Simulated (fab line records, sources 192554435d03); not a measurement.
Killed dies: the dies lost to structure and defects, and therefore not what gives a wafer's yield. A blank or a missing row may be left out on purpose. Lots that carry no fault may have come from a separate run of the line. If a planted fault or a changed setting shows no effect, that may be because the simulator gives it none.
fab line records ; flow n5_finfet
record: lots: 11; wafers: 30; last_day: 16
route steps=1938 shown BEOL_M3@1000 BEOL_M4@1111
lots that met no fault: taken from a fault-free run of the same line
start_h: the number of hours between the record's first day and the start of the first shown wafer of the lot ; wait_h: hours since the lot's step before ; " same as the row above ; L1.1+2: a single row standing in for several wafers ; - no value present, or no start provided ; * or withheld: withheld ; < > ~ a bound
route shown NAME@n: a module of which the file shows steps, and the number in the route of the first ; usual: the fault-free wafers' mean and standard deviation ; same: alike in all rows ; chamber/n: place in a boat ; sites: per-site readings ; _std_site: the standard deviation of these ; _edge_site: the outer-site mean with the inner-site mean subtracted ; radius_mm: for every site, how far away it sits from the centre of the wafer ; mask NAME#n: copy n ; behind: the most recent tool/chamber to have shaped the wafer ; hold: why the lot was held/for how many hours/how that ended ; device: names the non-switching transistor (n, p or np) ; end of line: at the end of the route, the tests of the same wafers ; a step without rows: its recipe alone ; killed: the dies lost at the first sort to structure and to defects; this is not the yield of the wafer ; map: dies across one wafer; x = killed, . = not, _ = none there
set.NAME: setting as actually run; set.NAME@STEP: the setting as run at that earlier step ; model.NAME: the simulator's own value behind a step, which no gauge read
steps of the route over a sample of lots; a table a step, a row a wafer
services: a tool's chamber out of use, with start hour (start_h, from the record's first day; less than 0 if before it), hours out, and reason
== steps ==
step: N5_BEOL_M3_SPUTTER_86
recipe: material: Cu; target_thk_a: 45; temp_c: -20; chamber_pressure_pa: 0.07; power_w: withheld; time_s: 8.29
usual: throttle_valve_pct: 30.2/0.89
lot.wafer;tool;chamber;start_h;wait_h;throttle_valve_pct
L928.2;pvd_sputter-01;-;161.14;0.1;29.9
L928.3;pvd_sputter-01;-;161.14;0.1;30.7
L928.5;pvd_sputter-01;-;161.14;0.1;28.6
L929.2;pvd_sputter-01;-;164.64;0.1;29.9
L929.4;pvd_sputter-01;-;164.64;0.1;28.7
L929.5;pvd_sputter-01;-;164.64;0.1;30.6
L931.1;pvd_sputter-01;-;174.32;0.1;30.7
L931.3;pvd_sputter-01;-;174.32;0.1;30.6
L931.6;pvd_sputter-01;-;174.32;0.1;29.9
L934.3;pvd_sputter-02;-;202.62;0.1;30.8
L934.5;pvd_sputter-02;-;202.62;0.1;31.6
L934.6;pvd_sputter-02;-;202.62;0.1;30.9
L936.3;pvd_sputter-01;-;202.76;0.1;30.8
L936.4;pvd_sputter-01;-;202.76;0.1;28.6
L936.5;pvd_sputter-01;-;202.76;0.1;28.8
L935.1;pvd_sputter-03;-;208.28;0.1;28.9
L935.4;pvd_sputter-03;-;208.28;0.1;31.5
L935.5;pvd_sputter-03;-;208.28;0.1;29.1
L938.3;pvd_sputter-02;-;216.78;0.1;31.6
L938.4;pvd_sputter-02;-;216.78;0.1;30.7
L938.5;pvd_sputter-02;-;216.78;0.1;31.8
L944.1;pvd_sputter-01;-;252.95;0.1;30.7
L944.2;pvd_sputter-01;-;252.95;0.1;28.5
L944.3;pvd_sputter-01;-;252.95;0.1;30.6
L943.5;pvd_sputter-01;-;256.65;0.0;28.8
L943.6;pvd_sputter-01;-;256.65;0.0;30.8
L946.2;pvd_sputter-02;-;257.91;0.1;30.0
L946.6;pvd_sputter-02;-;257.91;0.1;29.6
L945.2;pvd_sputter-02;-;262.77;0.1;29.8
L945.6;pvd_sputter-02;-;262.77;0.1;30.0
step: N5_BEOL_M3_ANNEAL_89
recipe: temp_c: 400; time_s: 240; ambient: vacuum
usual: heater_power_w: 820/61
lot.wafer;tool;chamber;start_h;wait_h;heater_power_w
L928.2;pvd_sputter-01;-;161.44;0.0;819
L928.3;pvd_sputter-01;-;161.44;0.0;859
L928.5;pvd_sputter-01;-;161.44;0.0;849
L929.2;pvd_sputter-01;-;164.94;0.0;836
L929.4;pvd_sputter-01;-;164.94;0.0;830
L929.5;pvd_sputter-01;-;164.94;0.0;844
L931.1;pvd_sputter-01;-;174.62;0.0;919
L931.3;pvd_sputter-01;-;174.62;0.0;860
L931.6;pvd_sputter-01;-;174.62;0.0;826
L934.3;pvd_sputter-02;-;202.92;0.0;879
L934.5;pvd_sputter-02;-;202.92;0.0;847
L934.6;pvd_sputter-02;-;202.92;0.0;861
L936.3;pvd_sputter-01;-;203.08;0.0;882
L936.4;pvd_sputter-01;-;203.08;0.0;855
L936.5;pvd_sputter-01;-;203.08;0.0;847
L935.1;pvd_sputter-03;-;208.58;0.0;780
L935.4;pvd_sputter-03;-;208.58;0.0;758
L935.5;pvd_sputter-03;-;208.58;0.0;773
L938.3;pvd_sputter-02;-;217.08;0.0;867
L938.4;pvd_sputter-02;-;217.08;0.0;862
L938.5;pvd_sputter-02;-;217.08;0.0;858
L944.1;pvd_sputter-01;-;253.25;0.0;912
L944.2;pvd_sputter-01;-;253.25;0.0;829
L944.3;pvd_sputter-01;-;253.25;0.0;852
L943.5;pvd_sputter-01;-;256.98;0.1;856
L943.6;pvd_sputter-01;-;256.98;0.1;904
L946.2;pvd_sputter-02;-;258.21;0.0;845
L946.6;pvd_sputter-02;-;258.21;0.0;842
L945.2;pvd_sputter-02;-;263.07;0.0;690
L945.6;pvd_sputter-02;-;263.07;0.0;856
step: N5_BEOL_M3_ECD_50
recipe: material: Cu; target_thk_a: 3000
lot.wafer;tool;chamber;start_h;wait_h
L928.2+3+5;ecd_cu-01;1,0,0;162.37;0.1
L929.2+4+5;ecd_cu-01;0,1,1;165.86;0.1
L931.1+3+6;ecd_cu-02;0,1,0;175.54;0.1
L934.3+5+6;ecd_cu-02;0,1,0;203.85;0.1
L936.3+4+5;ecd_cu-01;1,0,1;204.09;0.1
L935.1+4+5;ecd_cu-02;1,1,0;209.49;0.1
L938.3+4+5;ecd_cu-01;1,0,1;218.01;0.1
L944.1+2+3;ecd_cu-01;1,0,1;254.17;0.1
L943.5+6;ecd_cu-01;0,1;257.87;0.1
L946.2+6;ecd_cu-01;0;259.12;0.1
L945.2+6;ecd_cu-01;1;263.98;0.1
step: N5_BEOL_M3_ANNEAL_51
recipe: temp_c: 225; time_s: 90; ambient: N2
usual: wafer_temp_C_max: 226.1/0.31
lot.wafer;tool;chamber;start_h;wait_h;wafer_temp_C_max
L928.2;rtp_anneal-02;0;162.49;0.1;225.8
L928.3;rtp_anneal-02;0;162.49;0.1;225.9
L928.5;rtp_anneal-02;0;162.49;0.1;225.9
L929.2;rtp_anneal-02;0;166.26;0.4;226.0
L929.4;rtp_anneal-02;0;166.26;0.4;226.1
L929.5;rtp_anneal-02;0;166.26;0.4;226.0
L931.1;rtp_anneal-01;0;175.62;0.1;225.9
L931.3;rtp_anneal-01;0;175.62;0.1;225.8
L931.6;rtp_anneal-01;0;175.62;0.1;226.0
L934.3;rtp_anneal-02;0;204.00;0.1;226.2
L934.5;rtp_anneal-02;0;204.00;0.1;226.8
L934.6;rtp_anneal-02;0;204.00;0.1;226.4
L936.3;rtp_anneal-01;0;204.24;0.1;225.8
L936.4;rtp_anneal-01;0;204.24;0.1;226.1
L936.5;rtp_anneal-01;0;204.24;0.1;226.2
L935.1;rtp_anneal-01;0;209.57;0.1;225.9
L935.4;rtp_anneal-01;0;209.57;0.1;225.8
L935.5;rtp_anneal-01;0;209.57;0.1;225.9
L938.3;rtp_anneal-01;0;218.16;0.1;225.7
L938.4;rtp_anneal-01;0;218.16;0.1;225.7
L938.5;rtp_anneal-01;0;218.16;0.1;225.9
L944.1;rtp_anneal-02;0;254.25;0.1;226.4
L944.2;rtp_anneal-02;0;254.25;0.1;225.9
L944.3;rtp_anneal-02;0;254.25;0.1;226.1
L943.5;rtp_anneal-02;0;258.09;0.2;226.3
L943.6;rtp_anneal-02;0;258.09;0.2;226.2
L946.2;rtp_anneal-02;0;259.25;0.1;226.4
L946.6;rtp_anneal-02;0;259.25;0.1;226.2
L945.2;rtp_anneal-02;0;264.11;0.1;226.2
L945.6;rtp_anneal-02;0;264.11;0.1;226.1
step: N5_BEOL_M3_CMP_52
recipe: stop_on: SiOC; t_overpolish_s: 6.8; down_force_psi: 1; platen_rpm: 50; clearing_platen_down_force_psi: 1.5; clearing_platen_rpm: 50; post_cmp_clean: cu_alkaline; target_thk_nm: 40; clearing_platen_pad_velocity_m_s: 0.99484; pad_velocity_m_s: 0.99484
usual: motor_current_A: 6.2/0.65; platen_rpm: 50.00/0.032; time_to_endpoint_s: 62.2/2.9
lot.wafer;tool;chamber;start_h;wait_h;motor_current_A;platen_rpm;time_to_endpoint_s
L928.2;cmp-03;0;162.78;0.2;6.8;50.02;58.2
L928.3;cmp-03;2;162.78;0.2;6.4;49.97;59.0
L928.5;cmp-03;0;162.78;0.2;7.0;49.99;58.5
L929.2;cmp-01;3;166.51;0.2;5.6;49.99;63.4
L929.4;cmp-01;0;166.51;0.2;6.5;49.96;63.2
L929.5;cmp-01;0;166.51;0.2;6.4;49.99;61.0
L931.1;cmp-01;1;175.91;0.3;7.9;49.99;57.9
L931.3;cmp-01;0;175.91;0.3;6.6;49.99;63.2
L931.6;cmp-01;1;175.91;0.3;7.5;50.00;58.2
L934.3;cmp-01;3;204.25;0.2;5.5;50.01;61.7
L934.6;cmp-01;2;204.25;0.2;6.0;50.00;63.2
L934.5;cmp-01;3;204.25;0.2;6.2;50.00;62.1
L936.4;cmp-01;1;204.49;0.2;8.1;50.01;60.7
L936.3;cmp-01;3;204.49;0.2;5.5;49.98;65.7
L936.5;cmp-01;1;204.49;0.2;8.0;49.99;61.7
L935.1;cmp-04;3;209.96;0.3;6.5;49.99;65.1
L935.4;cmp-04;0;209.96;0.3;6.3;50.03;67.0
L935.5;cmp-04;0;209.96;0.3;5.9;50.01;62.7
L938.4;cmp-04;1;218.37;0.1;5.8;50.02;63.2
L938.3;cmp-04;2;218.37;0.1;5.9;49.99;65.5
L938.5;cmp-04;1;218.37;0.1;5.5;50.04;65.6
L944.1;cmp-03;3;254.58;0.3;5.4;50.04;59.8
L944.2;cmp-03;0;254.58;0.3;6.9;49.97;61.1
L944.3;cmp-03;1;254.58;0.3;6.1;49.96;59.4
L943.5;cmp-03;0;258.36;0.2;6.8;49.96;33.2
L943.6;cmp-03;1;258.36;0.2;6.5;49.98;29.3
L946.2;cmp-01;2;260.69;1.4;5.7;49.99;61.1
L946.6;cmp-01;3;260.69;1.4;5.7;50.03;31.2
L945.2;cmp-01;1;264.45;0.3;8.0;50.04;60.3
L945.6;cmp-01;3;264.45;0.3;5.8;50.01;27.2
step: N5_BEOL_M4_RC_MEAS_101
usual: DIBL_N: 36.2/1.4; DIBL_P: 36.1/1.5; IOFF_N: 0.153/0.02; IOFF_P: 0.215/0.03; ION_N: 672/8.6; ION_P: 463/6.8; SS_N: 71.5/0.47; SS_P: 73.3/0.57; VT_N: 250.6/2.4; VT_P: -249/3.2
lot.wafer;tool;chamber;start_h;wait_h;DIBL_N[mV/V];DIBL_P[mV/V];IOFF_N[nA/um];IOFF_P[nA/um];ION_N[uA/um];ION_P[uA/um];SS_N[mV/dec];SS_P[mV/dec];VT_N[mV];VT_P[mV]
L928.2;prober-02;0;169.79;0.2;34.2;34.5;0.138;0.227;667;469;71.9;73.4;252.3;-246
L928.3;prober-02;0;169.79;0.2;36.8;37.8;0.194;0.293;698;488;72.0;74.1;244.4;-244
L928.5;prober-02;0;169.79;0.2;33.5;33.2;0.126;0.204;671;473;71.0;73.4;253.8;-246
L929.2;prober-01;0;175.96;0.2;38.6;38.4;0.186;0.248;673;464;71.8;74.6;246.8;-245
L929.4;prober-01;0;175.96;0.2;38.9;38.0;0.179;0.249;676;461;73.0;73.8;248.2;-247
L929.5;prober-01;0;175.96;0.2;37.4;36.7;0.161;0.224;667;457;72.1;73.5;249.3;-250
L931.1;prober-01;0;190.78;0.0;36.2;35.4;0.146;0.181;666;456;71.9;73.4;249.2;-255
L931.3;prober-01;0;190.78;0.0;37.4;36.6;0.162;0.185;672;455;71.7;74.1;252.6;-255
L931.6;prober-01;0;190.78;0.0;36.5;35.7;0.148;0.171;667;447;71.5;73.5;253.0;-255
L934.3;prober-02;0;214.07;0.3;34.3;33.5;0.120;0.195;661;468;71.3;72.6;255.7;-250
L934.5;prober-02;0;214.07;0.3;36.0;35.1;0.144;0.229;673;470;71.5;73.6;250.6;-248
L934.6;prober-02;0;214.07;0.3;35.6;34.9;0.146;0.223;669;466;71.7;73.7;251.3;-248
L936.3;prober-01;0;214.21;0.3;35.6;37.4;0.153;0.196;662;455;70.7;72.7;250.1;-252
L936.4;prober-01;0;214.21;0.3;34.5;36.0;0.135;0.181;667;455;71.2;72.0;251.2;-253
L936.5;prober-01;0;214.21;0.3;36.8;39.1;0.185;0.229;685;465;72.3;73.3;245.4;-249
L935.1;prober-02;0;219.67;0.0;34.9;36.3;0.130;0.186;673;461;71.5;73.1;254.1;-253
L935.4;prober-02;0;219.67;0.0;36.1;37.6;0.150;0.212;668;463;71.2;73.0;250.0;-251
L935.5;prober-02;0;219.67;0.0;35.3;36.3;0.134;0.204;673;467;71.8;73.3;253.3;-251
L938.3;prober-02;0;236.34;0.3;36.3;34.9;0.144;0.196;677;462;71.5;73.1;253.0;-252
L938.4;prober-02;0;236.34;0.3;38.6;38.2;0.206;0.250;688;464;71.5;74.8;247.2;-246
L938.5;prober-02;0;236.34;0.3;38.7;37.5;0.192;0.239;672;458;72.1;73.9;248.8;-248
L944.1;prober-01;0;265.57;0.0;35.1;35.4;0.147;0.227;675;465;71.9;73.4;252.7;-247
L944.2;prober-01;0;265.57;0.0;36.4;36.6;0.162;0.255;664;462;71.5;74.4;251.6;-245
L944.3;prober-01;0;265.57;0.0;36.7;36.7;0.179;0.257;673;465;72.6;73.9;250.0;-244
L943.5;prober-02;0;270.24;1.4;35.7;34.8;0.139;0.177;666;453;71.0;72.7;251.7;-253
L943.6;prober-02;0;270.24;1.4;32.6;31.0;0.103;0.131;656;450;70.6;72.2;255.1;-259
L946.2;prober-02;0;271.24;0.2;36.3;35.7;0.150;0.215;659;459;71.2;73.9;250.0;-248
L946.6;prober-02;0;271.24;0.2;36.2;34.8;0.144;0.204;665;459;71.3;73.7;248.6;-251
L945.2;prober-02;0;276.83;0.2;34.2;34.1;0.130;0.173;667;460;71.3;73.0;253.5;-253
L945.6;prober-02;0;276.83;0.2;34.9;35.8;0.148;0.189;682;460;70.9;73.8;249.9;-252
== services ==
tool;chamber;start_h;hours;kind
cmp-01;-;140.37;18.0;pm
pvd_sputter-03;-;140.90;4.9;repair
ecd_cu-02;-;152.31;1.1;repair
cmp-03;-;181.29;1.4;repair
cmp-04;-;181.50;0.7;repair
cmp-03;-;208.04;34.2;repair
cmp-01;-;227.14;8.5;repair
cmp-04;-;233.26;0.4;repair
== key ==
first_sign: step: N5_BEOL_M3_CMP_52; reading: time_to_endpoint_s; direction: down; sigmas: 11; usual: *; struck: *
effect none on later readings
met_at N5_BEOL_M3_ECD_50
struck_lots L943,L945,L946
struck_wafers L943.5,L943.6,L945.6,L946.6
not_acting_at N5_BEOL_M3_SPUTTER_86,N5_BEOL_M3_ANNEAL_89,N5_BEOL_M3_ANNEAL_51
onset_between 254.17 257.87
fault: kind: process_parameter_drift; tool: ecd_cu-01; chamber: -; onset_h: 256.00; steps: N5_BEOL_M3_ECD_50; channel: target_thk_a; offset: *; shape: step; end_h: 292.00; scope: struck_wafers_only; acts_in: *; stated: *
